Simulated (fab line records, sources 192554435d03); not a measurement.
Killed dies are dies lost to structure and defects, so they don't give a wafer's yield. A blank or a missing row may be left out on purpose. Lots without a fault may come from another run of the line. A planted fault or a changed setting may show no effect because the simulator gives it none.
fab line records | flow n5_finfet
record lots=10 wafers=25 last_day=17
route steps=1938 shown MOL_CONTACT_COAG@531 BEOL_M4@1111
lots that met no fault: from a run of the same line without faults
start_h: hours from the record's first day to the start of the lot's first wafer shown | wait_h: hours since the lot's step before | " the same as in the row above | L1.1+2: a row that stands for several wafers | - no value, or no start given | * or withheld: withheld | < > ~ a bound
route shown NAME@n: a module of which the file shows steps, and the number in the route of the first | usual: mean/standard deviation of fault-free wafers | same: alike in all rows | chamber/n: place in a boat | sites: the reading at each site | _std_site: their standard deviation | _edge_site: outer sites' mean less inner sites' | radius_mm: how far each site lies from the wafer's centre | mask NAME#n: copy n | behind: the tool/chamber that last shaped the wafer | hold: why the lot was held/for how many hours/how that ended | device: the transistor (n, p or np) that didn't switch | end of line: the same wafers' tests at the end of the route | a step without rows: its recipe alone | killed: dies lost to structure and defects at the first sort, not the wafer's yield | map: a wafer's dies, x killed, . not, _ none there
set.NAME: the setting as run; set.NAME@STEP: as run at that earlier step | model.NAME: the simulator's own value behind a step, which no gauge read
steps of the route over a sample of lots; a table a step, a row a wafer
services: from which hour (start_h, from the record's first day; less than 0 if before it) a tool's chamber was out of use, for how many hours, and why
## steps
# step N5_MOL_CONTACT_COAG_ETCH_105
# recipe chemistry=CF4 target=SiARC target_depth_a=156 mask_material=CAR-EUV time_s=26 ion_energy_ev=80 pressure_mtorr=40 source_w=545 bias_w=36 Ar_flow_sccm=100 cf4_flow_sccm=100 ends=cleared
# usual drypump_motor_current_A=5.6/0.55 etch_rf_on_time_s=26.2/0.41 oes_product_au=0.66/0.058 rf_vpp_V=184.4/1.1 showerhead_plenum_p_Torr=2.17/0.059 throttle_valve_pct=15.69/0.2
# columns lot.wafer tool chamber start_h wait_h drypump_motor_current_A etch_rf_on_time_s oes_product_au rf_hours_counter_h rf_vpp_V showerhead_plenum_p_Torr throttle_valve_pct
L802.1 rie_diel-06 0 88.11 0.0 4.9 25.8 0.77 17 183.1 2.11 15.53
L802.2 " 3 " " 5.8 25.8 0.65 130 184.6 2.15 15.80
L802.3 " 1 " " 5.2 26.3 0.65 124 184.4 2.16 15.49
L806.1 rie_diel-06 3 110.25 0.0 5.8 25.4 0.66 139 184.6 2.14 15.84
L806.5 " 3 " " 5.8 25.5 0.64 - 185.2 2.14 15.83
L806.6 " 0 " " 4.9 25.4 0.77 - 184.3 2.10 15.56
L807.1 rie_diel-05 3 117.52 0.0 5.7 26.1 0.76 27 185.1 2.26 15.25
L807.3 " 2 " " 5.1 26.4 0.60 196 185.0 2.21 15.90
L807.5 " 3 " " 5.7 26.1 0.76 - 185.6 2.26 15.22
L811.2 rie_diel-01 3 143.36 0.0 5.3 24.9 0.64 193 185.4 2.21 16.04
L811.3 " 0 " " 5.2 26.7 0.73 46 182.6 2.08 15.56
L813.2 rie_diel-06 3 155.66 0.0 5.8 26.1 0.63 155 183.8 2.14 15.85
L813.3 " 0 " " 4.9 25.8 0.73 40 183.4 2.10 15.58
L814.1 rie_diel-06 0 165.06 0.0 4.9 25.9 0.72 43 183.4 2.10 15.58
L814.3 " 2 " " 6.6 26.5 0.60 224 185.0 2.20 15.84
L815.2 rie_diel-06 1 166.43 0.0 5.2 26.5 0.64 146 183.5 2.15 15.52
L815.3 " 0 " " 4.9 25.9 0.74 43 183.7 2.10 15.60
L815.5 " 0 " " 4.9 25.8 0.74 - 183.6 2.10 15.61
L816.2 rie_diel-05 3 170.61 0.0 5.7 26.4 0.73 46 186.4 2.26 15.27
L820.1 rie_diel-06 1 195.03 0.0 5.1 26.5 0.64 154 183.4 2.15 15.57
L820.2 " 0 " " 4.9 26.0 0.72 52 183.6 2.10 15.60
L820.4 " 3 " " 5.8 26.0 0.62 167 185.0 2.14 15.89
L824.4 rie_diel-01 2 220.34 0.0 6.0 25.9 0.62 203 183.1 2.21 15.78
L824.5 " 3 " " 5.2 25.5 0.61 - 185.5 2.20 16.11
L824.6 " 0 " " 5.1 27.0 0.69 - 185.5 2.07 15.61
# step N5_MOL_CONTACT_COAG_CONTACT_ETCH_14
# recipe chemistry=C4F6/O2 target=SiO2 target_depth_a=275 overetch_a=85 mask_material=SOC pressure_mtorr=30 source_w=370 bias_w=185 Ar_flow_sccm=300 C4F6_flow_sccm=16 O2_flow_sccm=10 time_s=20 ion_energy_ev=259.6
# usual drypump_motor_current_A=5.6/0.55 oes_product_au=0.66/0.057 rf_vpp_V=694.0/2.8 showerhead_plenum_p_Torr=2.92/0.083 throttle_valve_pct=21.34/0.22
# same time_s=20
# columns lot.wafer tool chamber start_h wait_h drypump_motor_current_A oes_product_au rf_hours_counter_h rf_vpp_V showerhead_plenum_p_Torr throttle_valve_pct
L802.1 rie_diel-06 0 88.24 0.0 4.9 0.77 17 690.6 2.81 21.14
L802.2 " 3 " " 5.8 0.64 130 694.1 2.87 21.36
L802.3 " 1 " " 5.2 0.66 124 692.1 2.91 21.16
L806.1 rie_diel-06 3 110.38 0.0 5.8 0.64 139 692.2 2.87 21.39
L806.5 " 3 " " 5.8 0.64 - 693.4 2.87 21.37
L806.6 " 0 " " 4.9 0.75 - 689.9 2.81 21.15
L807.1 rie_diel-05 3 117.65 0.0 5.7 0.75 27 697.7 3.04 20.91
L807.3 " 2 " " 5.1 0.60 196 697.7 3.00 21.64
L807.5 " 3 " " 5.7 0.76 - 697.2 3.04 20.89
L811.2 rie_diel-01 3 143.49 0.0 5.2 0.61 193 696.6 2.98 21.80
L811.3 " 0 " " 5.1 0.73 46 691.6 2.82 21.30
L813.2 rie_diel-06 3 155.79 0.0 5.8 0.63 155 692.4 2.86 21.41
L813.3 " 0 " " 4.9 0.73 40 690.1 2.80 21.18
L814.1 rie_diel-06 0 165.19 0.0 4.9 0.73 43 691.3 2.80 21.17
L814.3 " 2 " " 6.6 0.60 224 696.7 2.96 21.45
L815.2 rie_diel-06 1 166.56 0.0 5.2 0.65 146 691.7 2.90 21.19
L815.3 " 0 " " 4.9 0.73 43 689.9 2.80 21.17
L815.5 " 0 " " 4.9 0.73 - 689.4 2.80 21.18
L816.2 rie_diel-05 3 170.74 0.0 5.7 0.73 46 697.9 3.03 20.94
L820.1 rie_diel-06 1 195.16 0.0 5.2 0.63 155 691.8 2.89 21.18
L820.2 " 0 " " 4.9 0.72 52 691.1 2.80 21.17
L820.4 " 3 " " 5.8 0.62 167 691.1 2.86 21.41
L824.4 rie_diel-01 2 220.47 0.0 6.1 0.62 203 695.1 2.97 21.41
L824.5 " 3 " " 5.2 0.59 - 696.3 2.97 21.83
L824.6 " 0 " " 5.2 0.69 - 689.4 2.80 21.36
# step N5_MOL_CONTACT_COAG_SIL_ANNEAL_21
# recipe temp_c=550 time_s=60 ambient=N2
# usual lamp_power_pct=6.5/0.39 wafer_temp_C_max=552.7/0.55
# same time_s=60
# columns lot.wafer tool chamber start_h wait_h lamp_power_pct wafer_temp_C_max
L802.1 rtp_anneal-01 0 90.36 0.2 6.3 552.4
L802.2 " 0 " " 6.3 552.1
L802.3 " 0 " " 6.3 552.8
L806.1 rtp_anneal-01 0 111.73 0.3 6.3 553.1
L806.5 " 0 " " 6.3 552.3
L806.6 " 0 " " 6.3 553.5
L807.1 rtp_anneal-01 0 118.84 0.2 6.3 552.8
L807.3 " 0 " " 6.3 552.5
L807.5 " 0 " " 6.4 552.3
L811.2 rtp_anneal-01 0 146.62 0.2 6.3 552.6
L811.3 " 0 " " 6.3 552.5
L813.2 rtp_anneal-01 0 159.52 0.4 6.3 553.3
L813.3 " 0 " " 6.3 552.2
L814.1 rtp_anneal-01 0 166.60 0.3 6.3 553.1
L814.3 " 0 " " 6.3 552.5
L815.2 rtp_anneal-01 0 169.33 0.2 6.3 552.8
L815.3 " 0 " " 6.3 553.3
L815.5 " 0 " " 6.3 552.7
L816.2 rtp_anneal-01 0 172.03 0.2 6.3 553.0
L820.1 rtp_anneal-01 0 196.87 0.2 6.3 552.8
L820.2 " 0 " " 6.3 551.6
L820.4 " 0 " " 6.3 552.4
L824.4 rtp_anneal-01 0 221.92 0.1 6.3 553.0
L824.5 " 0 " " 6.3 553.2
L824.6 " 0 " " 6.3 553.8
# step N5_MOL_CONTACT_COAG_ALD_27
# recipe material=SiOC target_thk_a=170 temp_c=400 ald_precursor_family=carbosiloxane ald_co_reactant=H2-plasma pulse_time_s=1.5 time_s=2720 purge_time_s=2 co_reactant_purge_time_s=2 ald_cycles=340 pressure_torr=2
# usual ald_cycles=340/0 heater_power_w=838/86 precursor_pulse_height_rel=1.000/0.019 run_length_s=2769.8/0.57 time_s=2720/0
# columns lot.wafer tool chamber start_h wait_h ald_cycles heater_power_w precursor_pulse_height_rel run_length_s time_s
L802.1 ald_sin-01 2 94.92 0.0 340 811 1.011 2769.5 2720
L802.2 " 3 " " 340 950 1.005 2768.8 2720
L802.3 " 0 " " 340 830 0.988 2769.3 2720
L806.1 ald_sin-01 0 116.65 0.0 340 814 1.038 2769.3 2720
L806.5 " 3 " " 340 954 1.008 2769.0 2720
L806.6 " 0 " " 340 817 0.977 2769.3 2720
L807.1 ald_sin-02 0 128.81 0.0 340 857 1.016 2770.5 2720
L807.3 " 2 " " 340 765 0.969 2770.8 2720
L807.5 " 2 " " 340 790 1.034 2771.2 2720
L811.2 ald_sin-01 1 150.90 0.0 340 777 1.011 2770.1 2720
L811.3 " 3 " " 262 947 1.021 2144.8 2096
L813.2 ald_sin-01 2 165.52 0.8 340 797 1.025 2768.9 2720
L813.3 " 1 " " 262 796 0.978 2145.8 2096
L814.1 ald_sin-01 3 172.47 0.0 340 949 0.981 2769.3 2720
L814.3 " 2 " " 262 803 0.991 2145.8 2096
L815.2 ald_sin-02 2 175.78 0.0 340 778 1.013 2770.2 2720
L815.3 " 1 " " 340 916 1.000 2769.3 2720
L815.5 " 0 " " 340 839 1.006 2770.4 2720
L816.2 ald_sin-01 1 176.04 0.0 340 791 1.021 2769.7 2720
L820.1 ald_sin-02 1 200.82 0.0 340 884 0.988 2769.2 2720
L820.2 " 2 " " 340 767 1.024 2770.5 2720
L820.4 " 0 " " 340 890 0.984 2770.4 2720
L824.4 ald_sin-01 1 228.01 0.8 340 801 1.021 2770.6 2720
L824.5 " 2 " " 340 796 1.022 2769.7 2720
L824.6 " 3 " " 340 975 1.008 2769.4 2720
# step N5_BEOL_M4_RC_MEAS_101
# usual DIBL_N=35.8/1.6 DIBL_P=36.0/2.1 IOFF_N=0.153/0.026 IOFF_P=0.21/0.037 ION_N=673/11 ION_P=462/7.6 SS_N=71.4/0.53 SS_P=73.2/0.67 VT_N=250/3.2 VT_P=-250/3.7
# columns lot.wafer tool chamber start_h wait_h DIBL_N[mV/V] DIBL_P[mV/V] IOFF_N[nA/um] IOFF_P[nA/um] ION_N[uA/um] ION_P[uA/um] SS_N[mV/dec] SS_P[mV/dec] VT_N[mV] VT_P[mV]
L802.1 prober-02 0 169.42 0.0 37.3 39.2 0.188 0.26 684 476 70.9 74.0 245 -248
L802.2 " 0 " " 33.5 33.7 0.117 0.17 662 463 71.1 72.5 256 -251
L802.3 " 0 " " 37.9 38.8 0.207 0.27 700 476 71.1 74.2 243 -245
L806.1 prober-01 0 198.14 0.0 37.5 36.1 0.193 0.24 691 468 71.4 73.7 245 -246
L806.5 " 0 " " 37.4 36.3 0.183 0.25 685 471 70.9 73.9 246 -243
L806.6 " 0 " " 36.8 35.5 0.180 0.24 697 476 70.6 72.9 245 -243
L807.1 prober-02 0 198.55 0.0 34.5 35.5 0.142 0.20 675 468 71.3 72.8 251 -250
L807.3 " 0 " " 33.6 34.5 0.126 0.17 665 452 71.1 72.9 250 -254
L807.5 " 0 " " 33.7 34.1 0.124 0.17 670 447 71.2 72.5 252 -252
L811.2 prober-01 0 224.95 0.2 35.2 35.2 0.136 0.18 671 462 71.4 73.4 250 -252
L811.3 " 0 " " 35.3 35.7 0.153 0.20 688 468 70.8 72.8 249 -249
L814.1 prober-02 0 240.69 0.0 33.4 32.2 0.113 0.16 656 449 71.4 71.8 254 -252
L814.3 " 0 " " 33.7 32.9 0.112 0.17 659 457 70.6 72.4 255 -251
L813.2 prober-01 0 245.42 0.2 35.2 36.0 0.160 0.18 670 455 71.9 73.3 251 -252
L813.3 " 0 " " 37.1 39.2 0.186 0.24 670 452 71.4 74.0 246 -250
L816.2 prober-02 0 249.67 0.2 38.2 38.4 0.195 0.25 687 470 71.4 74.1 247 -247
L815.2 prober-01 0 251.81 0.2 34.2 35.2 0.139 0.20 672 467 71.2 72.5 252 -251
L815.3 " 0 " " 34.2 34.9 0.136 0.21 676 472 71.8 72.8 253 -248
L815.5 " 0 " " 35.0 35.9 0.168 0.23 678 466 71.3 73.4 247 -249
L820.1 prober-02 0 274.61 0.0 35.1 34.1 0.127 0.16 657 454 71.6 72.5 253 -257
L820.2 " 0 " " 35.8 34.5 0.131 0.16 661 452 71.3 72.6 254 -257
L820.4 " 0 " " 32.7 30.9 0.093 0.12 662 448 70.3 71.9 259 -255
L824.4 prober-01 0 302.60 0.5 33.2 32.0 0.110 0.15 664 457 70.9 71.6 256 -254
L824.5 " 0 " " 34.2 32.8 0.118 0.15 667 458 71.0 72.4 253 -256
L824.6 " 0 " " 37.3 37.4 0.188 0.24 685 467 71.0 73.3 246 -250
## services
# columns tool chamber start_h hours kind
rie_diel-06 3 73.64 6.6 repair
rie_diel-05 2 80.74 5.5 repair
rie_diel-05 0 110.92 6.6 repair
rie_diel-06 1 116.06 7.0 repair
rie_diel-01 1 140.38 - clean
rie_diel-01 1 140.38 - consumable_replace:focus_ring
rie_diel-01 1 140.38 15.4 scheduled_down
rie_diel-01 1 140.38 15.4 vent_cycle
ald_sin-02 - 177.32 6.1 pm
rie_diel-01 1 194.65 3.8 repair
rie_diel-05 1 208.51 1.2 repair
rie_diel-05 0 212.49 - clean
rie_diel-05 0 212.49 - consumable_replace:focus_ring
rie_diel-05 0 212.49 26.6 scheduled_down
rie_diel-05 0 212.49 26.6 vent_cycle
ald_sin-02 3 216.87 14.5 repair
## key
first_sign step=N5_MOL_CONTACT_COAG_ALD_27 reading=ald_cycles direction=down sigmas=99+ usual=* struck=*
effect step=N5_MOL_CONTACT_COAG_ALD_27 reading=time_s direction=down sigmas=99+ usual=* struck=*
met_at N5_MOL_CONTACT_COAG_ALD_27
struck_lots L811,L813,L814
struck_wafers L811.3,L813.3,L814.3
not_acting_at N5_MOL_CONTACT_COAG_ETCH_105,N5_MOL_CONTACT_COAG_CONTACT_ETCH_14,N5_MOL_CONTACT_COAG_SIL_ANNEAL_21
onset_between 116.65 150.90
fault kind=process_parameter_drift tool=ald_sin-01 chamber=- onset_h=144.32 steps=N5_MOL_CONTACT_COAG_ALD_27 channel=ald_cycles offset=* shape=step end_h=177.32 scope=struck_wafers_only acts_in=* stated=*
